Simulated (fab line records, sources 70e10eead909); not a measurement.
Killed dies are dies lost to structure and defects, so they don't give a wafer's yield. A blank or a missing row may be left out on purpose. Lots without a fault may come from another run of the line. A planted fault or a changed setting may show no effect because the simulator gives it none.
A struck lot beside a sound one | flow nand_harc | 27 steps out of a route of 1302
Sound: wafers L677.3, L677.5, L677.6. Struck: wafers L683.1, L683.2, L683.3. The cause comes at the end.
At each step with rows: each side's tool, then ch and its chambers, then its first start. Under that, the readings that differ: sound wafers | struck wafers | difference of the means | sigmas: that difference in standard deviations of wafers without a fault.
alike: readings whose means differ by less than 2 such deviations, and words and numbers that are the same on both sides. not compared: withheld readings, readings that some wafer has no value for, bounds like >300 that may hide the same value, and numbers for which the record gives no deviation and whose values overlap.
The two part at a step that has a row with sigmas, a row that says differs or no value, or rows on one side only. Numbers that don't overlap but have no deviation are shown without sigmas and don't part them. A reading that every wafer of one side lacks parts them only if that side has two wafers or more.

NHARC_A_M0_CMP_23: polishes, t overpolish 20 s, target thk 113.75 nm.
  sound on cmp-02 ch 0,2,3, day 23 11:58; struck on cmp-02 ch 0,1,2, day 26 00:20
  alike: motor_current_A, slurry_flow_ml_min, time_to_endpoint_s
NHARC_A_M0_THK_MEAS_24: measures by xrf.
  sound on film_metro-01, day 23 12:14; struck on film_metro-01, day 26 00:38
  alike: thk_nm
then, 1 step without rows for these wafers: NHARC_A_M0_SRD_25.
NHARC_A_M0_INSPECT_27:
  sound on defect_inspect-01, day 23 12:23; struck on defect_inspect-01, day 26 00:48
  alike: raw_defect_count
then, 1 step without rows for these wafers: NHARC_A_M0_PRE_CLEAN_31 (time 12 s).
NHARC_A_M0_DEP_32: deposits SiCN, target thk 30 nm.
  sound on pecvd-03 ch 0,1, day 23 12:35; struck on pecvd-04 ch 0,1,2, day 26 00:56
  alike: heater_power_outer_w, heater_power_w
then, 5 steps without rows for these wafers: NHARC_A_M1_DEP_00 (deposits SiOC, target thk 182.5 nm); NHARC_A_M1_DEHYDRATE_01 (time 120 s); NHARC_A_M1_HMDS_02 (time 30 s); NHARC_A_M1_COAT_34 (time 65 s); NHARC_A_M1_COAT_03 (resist thk 90 nm).
NHARC_A_M1_SOFTBAKE_04: time 55 s.
  sound on litho_track-01 ch 0, day 23 13:00; struck on litho_track-04 ch 0, day 26 01:00
  reading                  | sound                | struck               | difference | sigmas
  heater_power_total_W (W) | 188.38 188.40 188.45 | 218.46 218.61 218.73 | +30.19     | +99 or more
then, 4 steps without rows for these wafers: NHARC_A_M1_EBR_05; NHARC_A_M1_EXPOSE_06 (exposes mask A M1, target cd 120 nm); NHARC_A_M1_PEB_07 (peb time 65 s); NHARC_A_M1_DEVELOP_08 (develop time 35 s).
NHARC_A_M1_CD_MEAS_09: target cd 120 nm.
  sound on cd_sem-02 ch 0, day 23 13:40; struck on cd_sem-02 ch 0, day 26 02:25
  reading    | sound             | struck            | difference | sigmas
  cd_nm (nm) | 119.8 119.7 119.0 | 117.1 118.5 117.5 | -1.8       | -3
NHARC_A_M1_OVL_MEAS_10: pitch 240 nm.
  sound on overlay-01, day 23 13:45; struck on overlay-01, day 26 02:30
  alike: overlay_x_nm, overlay_y_nm
NHARC_A_M1_INSPECT_11:
  sound on defect_inspect-01, day 23 13:47; struck on defect_inspect-01, day 26 02:32
  alike: raw_defect_count
NHARC_A_M1_DESCUM_14: chemistry O2, time 3 s.
  sound on rie_diel-09 ch 1,2, day 23 13:52; struck on rie_diel-09 ch 1,2,3, day 26 02:36
  reading               | sound             | struck            | difference | sigmas
  model.A_M1.cd_nm (nm) | 120.6 120.5 119.2 | 117.1 118.6 117.7 | -2.3       |
  alike: drypump_motor_current_A, oes_product_au, rf_vpp_V, showerhead_plenum_p_Torr, throttle_valve_pct
  not compared: rf_hours_counter_h
NHARC_A_M1_ETCH_35: etches the open film in N2/H2, target depth 40 nm, overetch 12 nm, time 43.94 s.
  sound on rie_diel-09 ch 1,2, day 23 13:58; struck on rie_diel-09 ch 1,2,3, day 26 02:42
  alike: drypump_motor_current_A, oes_product_au, rf_vpp_V, showerhead_plenum_p_Torr, throttle_valve_pct
  not compared: rf_hours_counter_h
NHARC_A_M1_ETCH_15: etches the open film in C4F8/Ar, target depth 182.5 nm, time 91.2 s.
  sound on rie_diel-09 ch 1,3; struck on rie_diel-09 ch 1,2,3
  alike: oes_product_au, rf_vpp_V
  not compared: rf_hours_counter_h
NHARC_A_M1_CD_MEAS_16:
  sound on cd_sem-01, day 23 14:12; struck on cd_sem-02, day 26 02:57
  reading    | sound             | struck            | difference | sigmas
  cd_nm (nm) | 120.6 120.3 118.9 | 116.6 118.5 118.0 | -2.2       | -3
NHARC_A_M1_STRIP_18: strips in N2/H2.
  sound on rie_diel-02 ch 0,2,3, day 23 14:19; struck on rie_diel-02 ch 0,1,3, day 26 03:02
  alike: drypump_motor_current_A, oes_product_au, rf_vpp_V, showerhead_plenum_p_Torr, throttle_valve_pct
  not compared: rf_hours_counter_h
NHARC_A_M1_ETCH_28: etches the open film in CF4/N2, target depth 30 nm, time 72.99 s.
  sound on rie_diel-02 ch 2,3; struck on rie_diel-02 ch 0,1,2
  alike: drypump_motor_current_A, oes_product_au, rf_vpp_V, showerhead_plenum_p_Torr, throttle_valve_pct
  not compared: rf_hours_counter_h, model.A_M1.cd_nm
then, 1 step without rows for these wafers: NHARC_A_M1_STRIP_19 (strips in post etch residue remover, time 600 s).
NHARC_END_SORT_01:
  the record has rows for the struck wafers here (prober-01 ch 0, day 27 14:02) and none for the sound ones

WHERE THEY PART
First at NHARC_A_M1_SOFTBAKE_04; last, within this record, at NHARC_END_SORT_01.

WHY: what the simulator had put in
Process parameter drift: litho_track-04, from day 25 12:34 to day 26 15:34, at NHARC_A_M1_SOFTBAKE_04. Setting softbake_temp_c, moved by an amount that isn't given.
